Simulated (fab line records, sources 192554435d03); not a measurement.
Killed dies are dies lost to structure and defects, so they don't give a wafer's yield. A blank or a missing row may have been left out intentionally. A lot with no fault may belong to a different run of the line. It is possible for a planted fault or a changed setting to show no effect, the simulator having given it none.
fab line records	flow n5-finfet
[record] lots = 24	wafers = 72	last-day = 18
route steps=1938 shown BEOL_M14@1748 BEOL_M15@1806
lots untouched by any fault: they come from a run of this same line in which no faults occurred
start-h: hours from the record's opening day to when the first of the lot's shown wafers began	wait-h: hours elapsed since this lot's preceding step	" repeats the value in the row above	L1.1+2: a row that stands for several wafers	- value missing, or start not given	* or withheld: withheld	< > ~ a bound
route shown NAME@n: a module of which the file shows steps, and the number in the route of the first	usual: mean/standard deviation of fault-free wafers	same: alike in all rows	chamber/n: place in a boat	sites: each site's reading	_std_site: their standard deviation	_edge_site: the outer-site mean with the inner-site mean subtracted	radius-mm: how far each site lies from the wafer's centre	mask NAME#n: copy n	behind: tool/chamber where the wafer was last shaped	hold: reason for holding the lot/hours on hold/outcome of the hold	device: the transistor (n, p or np) that didn't switch	end of line: at the end of the route, the tests of the same wafers	step lacking rows: just its recipe	killed: the dies lost at the first sort to structure and to defects; this is not the yield of the wafer	map: per-die view of a wafer (x killed, . not killed, _ where there is no die)
set.NAME: the run value of the setting; set.NAME@STEP: its run value at that earlier step	model.NAME: the simulator's own value behind a step, which no gauge read
the route's steps for a sample of lots (tables are steps, rows are wafers)
services: from which hour (start-h, from the record's first day; less than 0 if before it) a tool's chamber was out of use, for how many hours, and why
[[steps]]
[step N5_BEOL_M14_INSPECT_30]
[recipe] mode = adi	inspect-instrument = macro
[usual] raw-defect-count = 2.1/1.4
lot.wafer	tool	chamber	start-h	wait-h	raw-defect-count
L074.2	defect-inspect-01	-	241.88	0.0	4
L074.4	"	-	"	"	0
L074.6	"	-	"	"	4
L075.1	defect-inspect-02	-	264.59	0.0	3
L075.4	"	-	"	"	1
L075.6	"	-	"	"	1
L076.3	defect-inspect-01	-	274.10	0.0	3
L076.5	"	-	"	"	2
L076.6	"	-	"	"	1
L077.2	defect-inspect-01	-	277.65	0.0	2
L077.4	"	-	"	"	4
L077.5	"	-	"	"	0
L078.1	defect-inspect-02	-	283.53	0.1	2
L078.3	"	-	"	"	1
L078.4	"	-	"	"	3
L080.2	defect-inspect-01	-	299.82	0.0	3
L080.3	"	-	"	"	1
L080.6	"	-	"	"	1
L079.1	defect-inspect-01	-	301.02	0.0	4
L079.3	"	-	"	"	0
L079.4	"	-	"	"	3
L082.4	defect-inspect-01	-	305.01	0.0	2
L082.5	"	-	"	"	1
L082.6	"	-	"	"	3
L085.2	defect-inspect-01	-	307.94	0.0	1
L085.3	"	-	"	"	0
L085.5	"	-	"	"	1
L081.3	defect-inspect-01	-	310.50	0.0	1
L081.5	"	-	"	"	1
L081.6	"	-	"	"	1
L083.4	defect-inspect-01	-	316.14	0.0	4
L083.5	"	-	"	"	0
L083.6	"	-	"	"	1
L084.3	defect-inspect-02	-	320.10	0.0	1
L084.4	"	-	"	"	4
L084.5	"	-	"	"	2
L087.1	defect-inspect-01	-	321.78	0.0	2
L087.3	"	-	"	"	4
L087.6	"	-	"	"	2
L088.2	defect-inspect-02	-	324.12	0.0	2
L088.4	"	-	"	"	5
L088.5	"	-	"	"	2
L086.1	defect-inspect-02	-	324.38	0.0	2
L086.3	"	-	"	"	2
L086.5	"	-	"	"	1
L089.4	defect-inspect-01	-	351.10	0.0	5
L089.5	"	-	"	"	4
L089.6	"	-	"	"	1
L090.1	defect-inspect-02	-	361.22	0.0	1
L090.3	"	-	"	"	1
L090.5	"	-	"	"	2
L093.2	defect-inspect-01	-	365.03	0.0	2
L093.3	"	-	"	"	2
L093.5	"	-	"	"	2
L091.3	defect-inspect-02	-	365.19	0.0	3
L091.5	"	-	"	"	2
L091.6	"	-	"	"	5
L094.1	defect-inspect-01	-	372.63	0.0	0
L094.5	"	-	"	"	4
L094.6	"	-	"	"	2
L092.2	defect-inspect-02	-	373.26	0.0	2
L092.3	"	-	"	"	3
L092.6	"	-	"	"	2
L095.1	defect-inspect-01	-	397.73	0.0	2
L095.4	"	-	"	"	0
L095.5	"	-	"	"	3
L096.1	defect-inspect-01	-	406.88	0.0	2
L096.2	"	-	"	"	1
L096.5	"	-	"	"	1
L097.2	defect-inspect-01	-	408.68	0.0	2
L097.3	"	-	"	"	4
L097.5	"	-	"	"	3
[step N5_BEOL_M14_OCD_MEAS_35]
[usual] trench-depth-nm = 556/8.6
lot.wafer	tool	chamber	start-h	wait-h	trench-depth-nm
L074.2	ocd-01	-	243.17	0.0	550
L074.4	"	-	"	"	584
L074.6	"	-	"	"	554
L075.1	ocd-01	-	266.12	0.0	559
L075.4	"	-	"	"	549
L075.6	"	-	"	"	557
L076.3	ocd-01	-	274.75	0.0	559
L076.5	"	-	"	"	560
L076.6	"	-	"	"	563
L077.2	ocd-01	-	278.32	0.0	577
L077.4	"	-	"	"	554
L077.5	"	-	"	"	551
L078.1	ocd-01	-	284.18	0.0	569
L078.3	"	-	"	"	564
L078.4	"	-	"	"	567
L080.2	ocd-02	-	300.47	0.0	544
L080.3	"	-	"	"	558
L080.6	"	-	"	"	539
L079.1	ocd-02	-	301.66	0.0	562
L079.3	"	-	"	"	543
L079.4	"	-	"	"	561
L082.4	ocd-01	-	305.66	0.0	559
L082.5	"	-	"	"	560
L082.6	"	-	"	"	549
L085.2	ocd-01	-	308.75	0.0	551
L085.3	"	-	"	"	546
L085.5	"	-	"	"	550
L081.3	ocd-02	-	311.17	0.0	544
L081.5	"	-	"	"	544
L081.6	"	-	"	"	562
L083.4	ocd-01	-	316.91	0.0	547
L083.5	"	-	"	"	553
L083.6	"	-	"	"	565
L084.3	ocd-01	-	320.77	0.0	561
L084.4	"	-	"	"	557
L084.5	"	-	"	"	554
L087.1	ocd-01	-	322.43	0.0	548
L087.3	"	-	"	"	575
L087.6	"	-	"	"	551
L088.2	ocd-02	-	324.90	0.0	576
L088.4	"	-	"	"	553
L088.5	"	-	"	"	577
L086.1	ocd-02	-	325.58	0.0	575
L086.3	"	-	"	"	552
L086.5	"	-	"	"	571
L089.4	ocd-01	-	351.75	0.0	544
L089.5	"	-	"	"	558
L089.6	"	-	"	"	556
L090.1	ocd-02	-	362.11	0.0	572
L090.3	"	-	"	"	553
L090.5	"	-	"	"	572
L093.2	ocd-01	-	365.67	0.0	561
L093.3	"	-	"	"	545
L093.5	"	-	"	"	549
L091.3	ocd-01	-	365.84	0.0	554
L091.5	"	-	"	"	582
L091.6	"	-	"	"	553
L094.1	ocd-02	-	373.27	0.0	557
L094.5	"	-	"	"	554
L094.6	"	-	"	"	562
L092.2	ocd-02	-	374.16	0.0	557
L092.3	"	-	"	"	557
L092.6	"	-	"	"	560
L095.1	ocd-01	-	398.64	0.0	561
L095.4	"	-	"	"	562
L095.5	"	-	"	"	560
L096.1	ocd-01	-	407.70	0.0	557
L096.2	"	-	"	"	550
L096.5	"	-	"	"	554
L097.2	ocd-02	-	409.32	0.0	564
L097.3	"	-	"	"	556
L097.5	"	-	"	"	567
[step N5_BEOL_M14_PRE_CLEAN_42]
[recipe] gas = H2/He	time-s = 30	temp-c = 300
[usual] heater-power-w = 469/39
lot.wafer	tool	chamber	start-h	wait-h	heater-power-w
L074.2	pvd-sputter-01	-	243.67	0.0	421
L074.4	"	-	"	"	492
L074.6	"	-	"	"	421
L075.1	pvd-sputter-03	-	267.17	0.0	458
L075.4	"	-	"	"	450
L075.6	"	-	"	"	444
L076.3	pvd-sputter-03	-	276.34	0.0	463
L076.5	"	-	"	"	472
L076.6	"	-	"	"	455
L077.2	pvd-sputter-01	-	280.54	0.0	512
L077.4	"	-	"	"	457
L077.5	"	-	"	"	440
L078.1	pvd-sputter-01	-	286.74	0.0	510
L078.3	"	-	"	"	443
L078.4	"	-	"	"	516
L080.2	pvd-sputter-02	-	303.05	0.0	543
L080.3	"	-	"	"	490
L080.6	"	-	"	"	563
L079.1	pvd-sputter-02	-	303.49	0.0	544
L079.3	"	-	"	"	424
L079.4	"	-	"	"	491
L082.4	pvd-sputter-03	-	309.18	0.0	438
L082.5	"	-	"	"	482
L082.6	"	-	"	"	511
L085.2	pvd-sputter-01	-	309.68	0.0	441
L085.3	"	-	"	"	511
L085.5	"	-	"	"	421
L081.3	pvd-sputter-03	-	313.22	0.0	457
L081.5	"	-	"	"	517
L081.6	"	-	"	"	433
L083.4	pvd-sputter-01	-	320.90	0.0	519
L083.5	"	-	"	"	409
L083.6	"	-	"	"	426
L084.3	pvd-sputter-01	-	321.22	0.0	514
L084.4	"	-	"	"	425
L084.5	"	-	"	"	410
L087.1	pvd-sputter-01	-	323.84	0.0	505
L087.3	"	-	"	"	411
L087.6	"	-	"	"	496
L088.2	pvd-sputter-01	-	329.00	0.0	438
L088.4	"	-	"	"	412
L088.5	"	-	"	"	509
L086.1	pvd-sputter-01	-	329.90	0.0	444
L086.3	"	-	"	"	508
L086.5	"	-	"	"	435
L089.4	pvd-sputter-03	-	353.99	0.0	475
L089.5	"	-	"	"	470
L089.6	"	-	"	"	507
L090.1	pvd-sputter-02	-	364.48	0.0	507
L090.3	"	-	"	"	561
L090.5	"	-	"	"	504
L091.3	pvd-sputter-01	-	367.81	0.0	508
L091.5	"	-	"	"	442
L091.6	"	-	"	"	427
L093.2	pvd-sputter-01	-	374.08	0.0	405
L093.3	"	-	"	"	501
L093.5	"	-	"	"	439
L094.1	pvd-sputter-03	-	374.46	0.0	432
L094.5	"	-	"	"	465
L094.6	"	-	"	"	460
L092.2	pvd-sputter-03	-	374.90	0.0	464
L092.3	"	-	"	"	443
L092.6	"	-	"	"	471
L095.1	pvd-sputter-01	-	400.18	0.0	422
L095.4	"	-	"	"	518
L095.5	"	-	"	"	443
L096.1	pvd-sputter-02	-	415.20	0.0	542
L096.2	"	-	"	"	502
L096.5	"	-	"	"	421
L097.2	pvd-sputter-01	-	415.22	0.0	501
L097.3	"	-	"	"	421
L097.5	"	-	"	"	441
[step N5_BEOL_M14_SPUTTER_45]
[recipe] material = Cu	target-thk-a = 1000	temp-c = -20	bias-v = 60	power-w = 26000	chamber-pressure-pa = 0.13	time-s = 16.67
[usual] chuck-gas-flow-sccm = 1.26/0.055	substrate-temp-c = -20.01/0.11	throttle-valve-pct = 30.3/0.97
lot.wafer	tool	chamber	start-h	wait-h	chuck-gas-flow-sccm	substrate-temp-c	throttle-valve-pct
L074.2	pvd-sputter-01	-	243.87	0.0	1.33	-20.02	30.9
L074.4	"	-	"	"	1.20	-20.03	32.1
L074.6	"	-	"	"	1.20	-20.09	30.9
L075.1	pvd-sputter-03	-	267.37	0.0	1.35	-20.14	30.3
L075.4	"	-	"	"	1.28	-20.07	29.7
L075.6	"	-	"	"	1.26	-20.02	29.4
L076.3	pvd-sputter-03	-	276.54	0.0	1.30	-20.00	30.2
L076.5	"	-	"	"	1.36	-20.16	29.9
L076.6	"	-	"	"	1.28	-20.28	30.2
L077.2	pvd-sputter-01	-	280.74	0.0	1.23	-19.88	29.9
L077.4	"	-	"	"	1.26	-19.81	29.7
L077.5	"	-	"	"	1.27	-19.92	29.7
L078.1	pvd-sputter-01	-	286.94	0.0	1.27	-19.94	32.0
L078.3	"	-	"	"	1.40	-19.89	29.8
L078.4	"	-	"	"	1.24	-19.94	30.0
L080.2	pvd-sputter-02	-	303.25	0.0	1.25	-20.07	27.8
L080.3	"	-	"	"	1.20	-19.90	28.7
L080.6	"	-	"	"	1.33	-20.04	28.3
L079.1	pvd-sputter-02	-	303.69	0.0	1.25	-19.84	28.1
L079.3	"	-	"	"	1.20	-20.03	30.8
L079.4	"	-	"	"	1.25	-19.90	28.9
L082.4	pvd-sputter-03	-	309.38	0.0	1.20	-20.00	29.6
L082.5	"	-	"	"	1.28	-20.06	30.1
L082.6	"	-	"	"	1.29	-20.05	30.7
L085.2	pvd-sputter-01	-	309.88	0.0	1.27	-20.07	29.7
L085.3	"	-	"	"	1.29	-20.13	29.8
L085.5	"	-	"	"	1.29	-19.90	31.1
L081.3	pvd-sputter-03	-	313.42	0.0	1.28	-20.08	30.2
L081.5	"	-	"	"	1.35	-19.95	30.6
L081.6	"	-	"	"	1.17	-19.98	29.7
L083.4	pvd-sputter-01	-	321.10	0.0	1.28	-20.00	29.9
L083.5	"	-	"	"	1.27	-20.04	30.9
L083.6	"	-	"	"	1.25	-20.20	29.7
L084.3	pvd-sputter-01	-	321.42	0.0	1.25	-20.15	29.7
L084.4	"	-	"	"	1.31	-20.00	30.9
L084.5	"	-	"	"	1.34	-19.88	30.9
L087.1	pvd-sputter-01	-	324.04	0.0	1.30	-20.30	32.1
L087.3	"	-	"	"	1.30	-20.09	30.7
L087.6	"	-	"	"	1.16	-20.01	32.1
L088.2	pvd-sputter-01	-	329.20	0.0	1.30	-19.98	29.7
L088.4	"	-	"	"	1.26	-19.99	30.8
L088.5	"	-	"	"	1.22	-19.95	32.0
L086.1	pvd-sputter-01	-	330.10	0.0	1.28	-19.98	29.5
L086.3	"	-	"	"	1.26	-20.11	32.4
L086.5	"	-	"	"	1.23	-19.82	29.9
L089.4	pvd-sputter-03	-	354.19	0.0	1.26	-19.98	30.0
L089.5	"	-	"	"	1.29	-19.94	30.2
L089.6	"	-	"	"	1.26	-19.93	30.8
L090.1	pvd-sputter-02	-	364.68	0.0	1.27	-19.86	30.6
L090.3	"	-	"	"	1.27	-19.97	28.0
L090.5	"	-	"	"	1.30	-19.88	30.7
L091.3	pvd-sputter-01	-	368.01	0.0	1.28	-20.04	29.7
L091.5	"	-	"	"	1.32	-20.01	29.7
L091.6	"	-	"	"	1.23	-20.07	30.8
L093.2	pvd-sputter-01	-	374.28	0.0	1.35	-20.00	30.8
L093.3	"	-	"	"	1.16	-20.08	31.9
L093.5	"	-	"	"	1.22	-20.14	29.8
L094.1	pvd-sputter-03	-	374.66	0.0	1.28	-20.21	29.8
L094.5	"	-	"	"	1.28	-20.01	30.1
L094.6	"	-	"	"	1.15	-20.03	29.8
L092.2	pvd-sputter-03	-	375.10	0.0	1.31	-20.03	30.1
L092.3	"	-	"	"	1.23	-19.95	29.5
L092.6	"	-	"	"	1.21	-20.07	30.4
L095.1	pvd-sputter-01	-	400.38	0.0	1.28	-19.97	29.9
L095.4	"	-	"	"	1.22	-20.15	31.9
L095.5	"	-	"	"	1.36	-19.91	29.9
L096.1	pvd-sputter-02	-	415.40	0.0	1.29	-20.08	28.0
L096.2	"	-	"	"	1.27	-19.98	30.5
L096.5	"	-	"	"	1.16	-19.98	30.6
L097.2	pvd-sputter-01	-	415.42	0.0	1.28	-19.88	29.7
L097.3	"	-	"	"	1.23	-20.20	30.9
L097.5	"	-	"	"	1.32	-19.92	29.6
[step N5_BEOL_M14_CMP_49]
[recipe] stop-on = SiO2	t-overpolish-s = 5.2	down-force-psi = 2	platen-rpm = 80	clearing-platen-down-force-psi = 2	clearing-platen-rpm = 80	post-cmp-clean = cu-alkaline	target-thk-nm = 560	clearing-platen-pad-velocity-m-s = 1.5917	pad-velocity-m-s = 1.5917
[usual] barrier-field-endpoint-s = 11.5/0.32	clearing-platen-down-force-psi = 2.000/0.0046	motor-current-A = 7.9/0.93	overpolish-run-s = 5.199/0.0097	pad-life-wafers = 1034/490	time-to-endpoint-s = 123/4.8
lot.wafer	tool	chamber	start-h	wait-h	barrier-field-endpoint-s	clearing-platen-down-force-psi	motor-current-A	overpolish-run-s	pad-life-wafers	time-to-endpoint-s
L074.4	cmp-02	3	244.64	0.2	11.5	1.998	7.1	5.186	824	123
L074.2	"	0	"	"	11.2	2.000	7.5	5.200	825	120
L074.6	"	2	"	"	11.0	1.997	7.0	5.193	-	116
L075.1	cmp-01	0	267.97	0.3	11.7	2.002	7.1	5.205	696	126
L075.4	"	2	"	"	11.9	2.003	9.6	5.195	698	127
L075.6	"	0	"	"	12.1	2.003	7.0	5.189	-	132
L076.3	cmp-03	0	278.04	0.3	11.7	2.000	9.3	5.210	2162	124
L076.6	"	2	"	"	11.4	1.997	7.6	5.201	-	124
L076.5	"	3	"	"	11.2	1.998	6.7	5.208	-	114
L077.4	cmp-01	0	281.35	0.1	11.0	1.990	7.4	5.211	792	116
L077.2	"	1	"	"	11.3	1.991	8.9	5.207	793	119
L077.5	"	1	"	"	11.1	1.991	8.5	5.201	-	118
L078.4	cmp-02	1	287.75	0.2	11.9	1.996	6.8	5.178	1225	130
L078.1	"	2	"	"	11.3	2.002	7.2	5.188	1226	124
L078.3	"	3	"	"	12.1	1.998	6.9	5.197	1227	133
L080.2	cmp-03	1	303.94	0.3	11.5	1.993	7.5	5.184	158	131
L080.3	"	2	"	"	11.8	2.009	7.8	5.205	159	124
L080.6	"	3	"	"	11.3	2.007	7.3	5.196	-	123
L079.3	cmp-01	0	305.02	0.2	11.4	1.998	7.1	5.185	979	124
L079.1	"	1	"	"	11.2	1.997	8.0	5.204	980	124
L079.4	"	2	"	"	11.3	2.002	9.4	5.205	981	122
L082.4	cmp-02	3	310.79	0.2	12.1	1.994	7.0	5.198	1405	130
L082.6	"	2	"	"	11.4	2.006	7.2	5.206	-	123
L082.5	"	3	"	"	12.1	1.995	7.3	5.200	-	132
L085.3	cmp-02	0	311.16	0.2	11.5	1.999	7.8	5.194	1411	127
L085.2	"	1	"	"	11.8	1.998	7.0	5.203	1412	128
L085.5	"	3	"	"	11.4	2.000	7.0	5.190	-	122
L081.3	cmp-02	1	314.32	0.3	12.0	2.000	6.8	5.192	1437	131
L081.6	"	2	"	"	11.9	2.006	7.5	5.197	-	130
L081.5	"	3	"	"	11.7	2.001	7.3	5.194	-	131
L083.4	cmp-03	0	322.02	0.2	11.9	1.994	9.1	5.216	309	130
L083.6	"	1	"	"	11.5	2.001	6.9	5.202	-	126
L083.5	"	2	"	"	11.9	2.005	7.8	5.191	-	130
L084.4	cmp-01	2	322.70	0.1	11.1	2.001	9.9	5.207	1128	118
L084.3	"	3	"	"	11.1	2.006	9.0	5.183	1129	116
L084.5	"	3	"	"	11.0	2.001	8.4	5.207	-	117
L087.3	cmp-01	2	324.64	0.2	11.4	2.000	9.4	5.178	1140	121
L087.1	"	0	"	"	11.5	1.998	7.6	5.203	1142	121
L087.6	"	2	"	"	11.4	1.993	9.7	5.213	-	116
L088.4	cmp-02	0	329.88	0.2	11.0	1.992	8.1	5.202	1562	118
L088.2	"	1	"	"	11.3	2.006	6.8	5.191	1563	125
L088.5	"	3	"	"	11.2	2.005	7.0	5.218	-	124
L086.1	cmp-01	2	330.74	0.3	11.6	1.999	9.5	5.213	1195	125
L086.3	"	0	"	"	11.4	2.010	6.9	5.208	1197	124
L086.5	"	1	"	"	11.1	2.000	8.3	5.196	-	119
L089.4	cmp-03	3	354.87	0.2	11.3	2.005	7.3	5.210	542	116
L089.6	"	1	"	"	11.7	1.999	7.4	5.197	-	126
L089.5	"	2	"	"	12.0	2.004	7.6	5.197	-	125
L090.1	cmp-03	1	365.29	0.3	11.5	2.002	6.8	5.195	630	122
L090.3	"	2	"	"	11.7	2.005	7.2	5.194	631	129
L090.5	"	2	"	"	11.5	2.000	7.5	5.193	-	121
L091.3	cmp-01	0	368.69	0.2	11.3	2.004	7.3	5.203	1466	123
L091.6	"	2	"	"	11.2	2.007	9.0	5.207	-	121
L091.5	"	3	"	"	11.1	2.004	8.9	5.185	-	114
L093.3	cmp-03	3	375.20	0.2	11.6	2.007	7.4	5.170	696	122
L093.2	"	1	"	"	11.8	2.000	7.1	5.201	698	126
L093.5	"	0	"	"	12.3	2.001	9.0	5.188	-	137
L094.1	cmp-01	2	375.37	0.3	11.6	2.006	9.4	5.196	1512	123
L094.6	"	2	"	"	11.8	1.998	9.3	5.205	-	122
L094.5	"	3	"	"	11.6	1.993	9.6	5.192	-	123
L092.2	cmp-01	0	375.91	0.2	11.7	1.997	7.2	5.202	1518	125
L092.3	"	1	"	"	11.8	1.990	8.8	5.202	1519	127
L092.6	"	0	"	"	11.4	2.002	7.4	5.206	-	122
L095.4	cmp-03	2	401.29	0.2	11.5	1.998	7.5	5.192	895	127
L095.1	"	0	"	"	11.7	1.997	9.2	5.205	897	131
L095.5	"	2	"	"	11.7	2.000	7.7	5.191	-	127
L096.1	cmp-03	2	416.09	0.3	11.2	1.998	7.8	5.197	1034	120
L096.2	"	3	"	"	11.0	1.998	7.2	5.209	1035	113
L096.5	"	1	"	"	11.2	1.996	6.9	5.213	-	119
L097.2	cmp-02	2	416.21	0.4	11.0	2.007	7.3	5.211	84	116
L097.3	"	3	"	"	11.6	1.994	7.0	5.214	85	119
L097.5	"	2	"	"	11.0	2.012	7.0	5.198	-	116
[step N5_BEOL_M15_INSPECT_30]
[recipe] mode = adi	inspect-instrument = macro
[usual] raw-defect-count = 1.9/1.5
lot.wafer	tool	chamber	start-h	wait-h	raw-defect-count
L074.2	defect-inspect-01	-	247.28	0.0	0
L074.4	"	-	"	"	1
L074.6	"	-	"	"	3
L075.1	defect-inspect-02	-	270.57	0.0	0
L075.4	"	-	"	"	2
L075.6	"	-	"	"	3
L076.3	defect-inspect-01	-	280.52	0.0	0
L076.5	"	-	"	"	1
L076.6	"	-	"	"	1
L077.2	defect-inspect-02	-	284.21	0.0	0
L077.4	"	-	"	"	0
L077.5	"	-	"	"	6
L078.1	defect-inspect-01	-	290.39	0.0	2
L078.3	"	-	"	"	2
L078.4	"	-	"	"	3
L080.2	defect-inspect-02	-	306.67	0.0	1
L080.3	"	-	"	"	1
L080.6	"	-	"	"	0
L079.1	defect-inspect-01	-	307.63	0.0	1
L079.3	"	-	"	"	2
L079.4	"	-	"	"	2
L082.4	defect-inspect-01	-	313.56	0.0	2
L082.5	"	-	"	"	3
L082.6	"	-	"	"	3
L085.2	defect-inspect-01	-	313.82	0.0	2
L085.3	"	-	"	"	2
L085.5	"	-	"	"	2
L081.3	defect-inspect-02	-	317.49	0.0	4
L081.5	"	-	"	"	6
L081.6	"	-	"	"	3
L083.4	defect-inspect-02	-	324.68	0.0	1
L083.5	"	-	"	"	1
L083.6	"	-	"	"	1
L084.3	defect-inspect-02	-	325.52	0.0	1
L084.4	"	-	"	"	2
L084.5	"	-	"	"	3
L087.1	defect-inspect-02	-	327.32	0.0	2
L087.3	"	-	"	"	2
L087.6	"	-	"	"	2
L088.2	defect-inspect-01	-	332.36	0.0	6
L088.4	"	-	"	"	3
L088.5	"	-	"	"	0
L086.1	defect-inspect-01	-	333.26	0.0	2
L086.3	"	-	"	"	4
L086.5	"	-	"	"	1
L089.4	defect-inspect-01	-	357.74	0.0	3
L089.5	"	-	"	"	3
L089.6	"	-	"	"	2
L090.1	defect-inspect-02	-	367.86	0.0	2
L090.3	"	-	"	"	2
L090.5	"	-	"	"	1
L091.3	defect-inspect-02	-	371.44	0.0	5
L091.5	"	-	"	"	3
L091.6	"	-	"	"	3
L093.2	defect-inspect-01	-	377.81	0.0	0
L093.3	"	-	"	"	0
L093.5	"	-	"	"	3
L094.1	defect-inspect-02	-	378.21	0.0	0
L094.5	"	-	"	"	2
L094.6	"	-	"	"	2
L092.2	defect-inspect-01	-	378.92	0.0	2
L092.3	"	-	"	"	2
L092.6	"	-	"	"	4
L095.1	defect-inspect-02	-	403.85	0.0	1
L095.4	"	-	"	"	1
L095.5	"	-	"	"	2
L096.1	defect-inspect-02	-	418.83	0.0	2
L096.2	"	-	"	"	1
L096.5	"	-	"	"	2
L097.2	defect-inspect-01	-	419.16	0.0	1
L097.3	"	-	"	"	5
L097.5	"	-	"	"	6
[[services]]
tool	chamber	start-h	hours	kind
cmp-01	-	240.40	0.8	repair
cmp-03	-	240.84	7.0	pm
cmp-01	-	262.66	2.6	repair
cmp-01	-	269.90	1.7	repair
cmp-03	-	279.49	4.0	pm
cmp-03	-	283.49	-	consumable-replace:conditioner
cmp-03	-	283.49	-	consumable-replace:pad
pvd-sputter-02	-	310.46	4.5	repair
pvd-sputter-02	-	324.98	1.7	repair
pvd-sputter-03	-	330.58	2.5	repair
pvd-sputter-03	-	333.25	7.2	repair
pvd-sputter-02	-	343.85	3.3	repair
cmp-01	-	351.43	0.8	repair
cmp-03	-	370.38	0.9	repair
pvd-sputter-01	-	379.91	5.9	repair
cmp-03	-	380.94	1.7	repair
cmp-02	-	388.37	6.2	pm
pvd-sputter-02	-	392.32	6.4	repair
pvd-sputter-01	-	398.43	1.6	repair
cmp-02	-	401.29	4.0	pm
cmp-02	-	405.29	-	consumable-replace:conditioner
cmp-01	-	412.17	7.9	pm
cmp-03	-	412.64	0.4	repair
cmp-03	-	414.17	0.4	repair
[[key]]
fault none
